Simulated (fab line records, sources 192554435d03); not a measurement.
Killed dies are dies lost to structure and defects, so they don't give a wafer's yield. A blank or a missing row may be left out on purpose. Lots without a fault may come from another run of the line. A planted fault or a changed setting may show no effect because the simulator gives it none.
Split-lot experiment | flow n5_finfet | 7 lots, 21 wafers read, on a route of 1938 steps

THE SPLIT
At N5_PASSIVATION_AL_DEP_21 (deposits Al, target thk 2800 nm, time 170 s), the setting time_s was moved away from the recipe's 170 s on 6 of the 21 wafers read, by -10.1% to +11.9%. The other wafers ran this setting at the recipe's value.

The reading is taken at the split's own step.

THE READING
Al_of_PASSIVATION_AL_DEP_21.thk_nm (the simulator's own value, which no gauge read), in nm, at N5_PASSIVATION_AL_DEP_21 (deposits Al, target thk 2800 nm, time 170 s). The file gives no usual value for it. The 15 wafers here that ran the recipe average 2807 nm, standard deviation 32 nm.

wafer  | tool, chamber at the split | time_s as run, s | against the recipe | Al_of_PASSIVATION_AL_DEP_21.thk_nm, nm | against lot-mates on the recipe
L082.1 | pvd_sputter-03, -          | 180.8            | +6.4%              | 3036                                   | +198
L082.2 | pvd_sputter-03, -          | 180.8            | +6.4%              | 2955                                   | +117
L082.4 | pvd_sputter-03, -          | 170              | recipe             | 2838                                   | -
L077.2 | pvd_sputter-01, -          | 170              | recipe             | 2759                                   | -
L077.4 | pvd_sputter-01, -          | 180.7            | +6.3%              | 2930                                   | +174
L077.5 | pvd_sputter-01, -          | 170              | recipe             | 2752                                   | -
L083.2 | pvd_sputter-03, -          | 170              | recipe             | 2869                                   | -
L083.4 | pvd_sputter-03, -          | 170              | recipe             | 2794                                   | -
L083.5 | pvd_sputter-03, -          | 170              | recipe             | 2863                                   | -
L086.1 | pvd_sputter-03, -          | 170              | recipe             | 2804                                   | -
L086.3 | pvd_sputter-03, -          | 170              | recipe             | 2790                                   | -
L086.5 | pvd_sputter-03, -          | 170              | recipe             | 2779                                   | -
L087.1 | pvd_sputter-02, -          | 170              | recipe             | 2809                                   | -
L087.2 | pvd_sputter-02, -          | 152.9            | -10.1%             | 2548                                   | -261
L087.4 | pvd_sputter-02, -          | 152.9            | -10.1%             | 2499                                   | -310
L090.2 | pvd_sputter-02, -          | 170              | recipe             | 2811                                   | -
L090.3 | pvd_sputter-02, -          | 190.2            | +11.9%             | 3118                                   | +322
L090.5 | pvd_sputter-02, -          | 170              | recipe             | 2780                                   | -
L092.1 | pvd_sputter-02, -          | 170              | recipe             | 2823                                   | -
L092.2 | pvd_sputter-02, -          | 170              | recipe             | 2819                                   | -
L092.4 | pvd_sputter-02, -          | 170              | recipe             | 2812                                   | -

THE FIT
A straight line over all 21 wafers: Al_of_PASSIVATION_AL_DEP_21.thk_nm changes by +27.1 nm for each +1% of time_s; r = +0.97; the points scatter about the line by 35 nm.
The same after taking each lot's own level away (the mean of its wafers on the recipe; 21 wafers): +27.4 nm for each +1%; r = +0.99; scatter 22 nm.
On that fit, the largest move of time_s shifts the reading by 3.3e+02 nm.
The lots' own levels span 2755.5 to 2842.0 nm, that is 2.7 times the standard deviation above.
So the lot-to-lot level changes the slope little: the two slopes agree.
Check: with one of the wafers moved furthest among these (+11.9%) left out of the fit, the line predicts +323 nm for it against its lot-mates. It came out at +322 nm against them.

OTHER SPLITS ON THESE WAFERS
These wafers also went through other splits before the reading. Each is held against what the fit with the lots' levels taken away leaves over:
other split on the same wafers | wafers away from the commonest value | r with Al_of_PASSIVATION_AL_DEP_21.thk_nm (lot level and that fit taken away)
N5_BEOL_M15_SPUTTER_43 power_w | 11                                   | +0.30
N5_BEOL_M15_SPUTTER_44 power_w | 4                                    | -0.29
N5_PASSIVATION_ETCH_15 bias_w  | 7                                    | +0.07

THE FILE'S OWN FIT
Al_of_PASSIVATION_AL_DEP_21.thk_nm changes by +27.4 nm for each +1% of time_s, r = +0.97.
